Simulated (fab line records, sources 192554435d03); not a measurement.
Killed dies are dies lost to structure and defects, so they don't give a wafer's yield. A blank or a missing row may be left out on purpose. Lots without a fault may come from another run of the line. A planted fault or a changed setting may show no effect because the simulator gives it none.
Chamber matching | flow n5_finfet | N5_MOL_CONTACT_COAG_ETCH_105 on rie_diel-01: 4 sister chambers
The step etches SiARC in CF4, target depth 15.6 nm, time 26 s. 4 wafers are shown with their chamber, then 8 later ones without.

WAFERS WITH THEIR CHAMBER
wafer  | chamber | drypump_motor_current_A (A)
L084.4 | 2       | 5.3
L091.1 | 3       | 5.4
L091.4 | 1       | 6.4
L092.2 | 0       | 6.7

WAFERS WITHOUT THEIR CHAMBER
wafer  | drypump_motor_current_A (A)
L092.4 | 6.4
L092.6 | 5.5
L095.1 | 6.4
L095.3 | 5.5
L095.4 | 5.5
L096.2 | 5.5
L096.3 | 6.4
L096.4 | 6.3

WHICH CHAMBER EACH WENT THROUGH
wafer  | from the rows above     | in truth
L092.4 | 1                       | 1
L092.6 | can't be placed: 3 or 2 | 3
L095.1 | 1                       | 1
L095.3 | can't be placed: 3 or 2 | 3
L095.4 | can't be placed: 3 or 2 | 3
L096.2 | can't be placed: 3 or 2 | 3
L096.3 | 1                       | 1
L096.4 | 1                       | 1
Placed correctly: 4 of 8. Can't be placed from these rows: 4 (the true chamber is among the candidates in 4). Placed wrongly: 0.
How it was worked out, from the rows above alone: a wafer's distance from a chamber is the root of the sum, over the readings, of the square of ((its reading less the chamber's mean) divided by the reading's scatter). The wafer belongs to the nearest chamber; if the next one is less than 2 further off, it can't be placed. A chamber's mean is the mean of its shown wafers. The scatter: with one shown wafer a chamber, the root of the mean of the squares of how far each hidden wafer lies from its nearest shown one.
